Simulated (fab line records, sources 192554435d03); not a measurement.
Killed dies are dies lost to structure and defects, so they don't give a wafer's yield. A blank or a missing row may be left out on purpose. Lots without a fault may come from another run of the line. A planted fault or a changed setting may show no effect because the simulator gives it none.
Chamber matching | flow n5_finfet | N5_BEOL_M0_PRE_CLEAN_131 on cvd_co-01: 3 sister chambers
The step time 15 s. 6 wafers are shown with their chamber, then 12 later ones without.

WAFERS WITH THEIR CHAMBER
wafer  | chamber | heater_power_w (W)
L087.1 | 0       | 115
L087.2 | 2       | 44
L087.3 | 1       | 76
L087.4 | 0       | 119
L087.5 | 1       | 74
L087.6 | 2       | 44

WAFERS WITHOUT THEIR CHAMBER
wafer  | heater_power_w (W)
L092.2 | 76
L092.3 | 44
L092.5 | 116
L094.2 | 118
L094.4 | 77
L094.5 | 44
L095.1 | 45
L095.2 | 76
L095.3 | 115
L097.1 | 75
L097.3 | 44
L097.4 | 44

WHICH CHAMBER EACH WENT THROUGH
wafer  | from the rows above | in truth
L092.2 | 1                   | 1
L092.3 | 2                   | 2
L092.5 | 0                   | 0
L094.2 | 0                   | 0
L094.4 | 1                   | 1
L094.5 | 2                   | 2
L095.1 | 2                   | 2
L095.2 | 1                   | 1
L095.3 | 0                   | 0
L097.1 | 1                   | 1
L097.3 | 2                   | 2
L097.4 | 2                   | 2
Placed correctly: 12 of 12. Can't be placed from these rows: 0. Placed wrongly: 0.
How it was worked out, from the rows above alone: a wafer's distance from a chamber is the root of the sum, over the readings, of the square of ((its reading less the chamber's mean) divided by the reading's scatter). The wafer belongs to the nearest chamber; if the next one is less than 2 further off, it can't be placed. A chamber's mean is the mean of its shown wafers. The scatter: the root of (the sum of the squares of (reading less its chamber's mean) over the shown wafers, divided by (wafers less chambers)).
